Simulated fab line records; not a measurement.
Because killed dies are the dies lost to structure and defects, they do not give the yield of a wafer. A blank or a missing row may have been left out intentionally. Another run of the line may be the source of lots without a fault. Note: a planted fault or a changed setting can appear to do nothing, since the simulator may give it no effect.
Struck lot and sound lot, side by side / flow n5_finfet / 14 out of 1938 route steps
Sound: the wafers L366.2, L366.5, L366.6. The struck wafers were L375.1, L375.3, L375.5. The cause is given at the end.
Per side, at each step with rows, come the tool, then ch with its chambers, and then its first start. Under that, the readings that differ: sound wafers / struck wafers / difference of the means / sigmas: that difference in standard deviations of wafers without a fault.
alike: readings whose means differ by less than 2 such deviations, and words and numbers that are the same on both sides. not compared: withheld readings, readings that some wafer has no value for, bounds like >300 that may hide the same value, and numbers for which the record gives no deviation and whose values overlap.
A row with sigmas, a row that says differs or no value, or rows on one side alone: a step with any of these is where the two part. Non-overlapping numbers with no deviation appear without sigmas and do not part them. Lack of a reading on every wafer of one side parts them only where that side has two or more wafers.

N5_BEOL_M9_INSPECT_58: inspects for defects (darkfield).
  sound on defect_inspect-02, day 11 15:51; struck on defect_inspect-02, day 15 05:40
  alike: raw_defect_count
N5_BEOL_M10_ILD_DEP_00: deposits SiCOH lowk from DEMS/porogen, target thk 308.51 nm, time 58 s.
  sound on pecvd-01 ch 0,1, day 11 15:53; struck on pecvd-01 ch 0,2, day 15 05:42
  alike: heater_power_w, showerhead_plenum_p_Torr, throttle_valve_pct
  not compared: since_wet_clean_h
N5_BEOL_M10_CURE_71: cures SiCOH lowk, time 240 s.
  sound on uv_cure-02 ch 0, day 11 16:04; struck on uv_cure-02 ch 2, day 15 05:47
  alike: lamp_power_pct, wafer_temp_C_max
N5_BEOL_M10_THK_MEAS_01:
  sound on film_metro-01, day 11 16:30; struck on film_metro-02, day 15 06:17
  alike: M10_ILD_THK
N5_BEOL_M10_PECVD_70: deposits SiO2 from TEOS/O2, target thk 20 nm, time 22.7 s.
  sound on pecvd-03 ch 0,1, day 11 16:32; struck on pecvd-03 ch 0,1,2, day 15 06:20
  alike: heater_power_w, showerhead_plenum_p_Torr, throttle_valve_pct
  not compared: since_wet_clean_h
N5_BEOL_M10_HM_DEP_02: deposits TiN, target thk 20 nm.
  sound on pvd_sputter-01, day 11 18:26; struck on pvd_sputter-01, day 15 07:33
  alike: throttle_valve_pct
then, 6 steps without rows for these wafers: N5_BEOL_M10_COAT_59 (time 60 s, resist thk 100 nm); N5_BEOL_M10_COAT_60 (time 60 s, resist thk 30 nm); N5_BEOL_M10_COAT_05 (resist thk 90 nm); N5_BEOL_M10_EBR_07; N5_BEOL_M10_SOFTBAKE_06 (time 60 s); N5_BEOL_M10_EXPOSE_08 (exposes mask M10).
N5_BEOL_M10_PEB_09: peb time 60 s.
  sound on litho_track-01 ch 0, day 11 18:52; struck on litho_track-04, day 15 07:59
  no value came back on the struck wafers for chill_plate_temp_C (C), exhaust_pa (Pa); on the sound wafers chill_plate_temp_C (C) reads 22.94 22.84 22.89
then, 1 step without rows for these wafers: N5_BEOL_M10_DEVELOP_10 (develop time 30 s).

## WHERE THEY PART
Within this record, at N5_BEOL_M10_PEB_09 only.

WHY: whatever the simulator had introduced
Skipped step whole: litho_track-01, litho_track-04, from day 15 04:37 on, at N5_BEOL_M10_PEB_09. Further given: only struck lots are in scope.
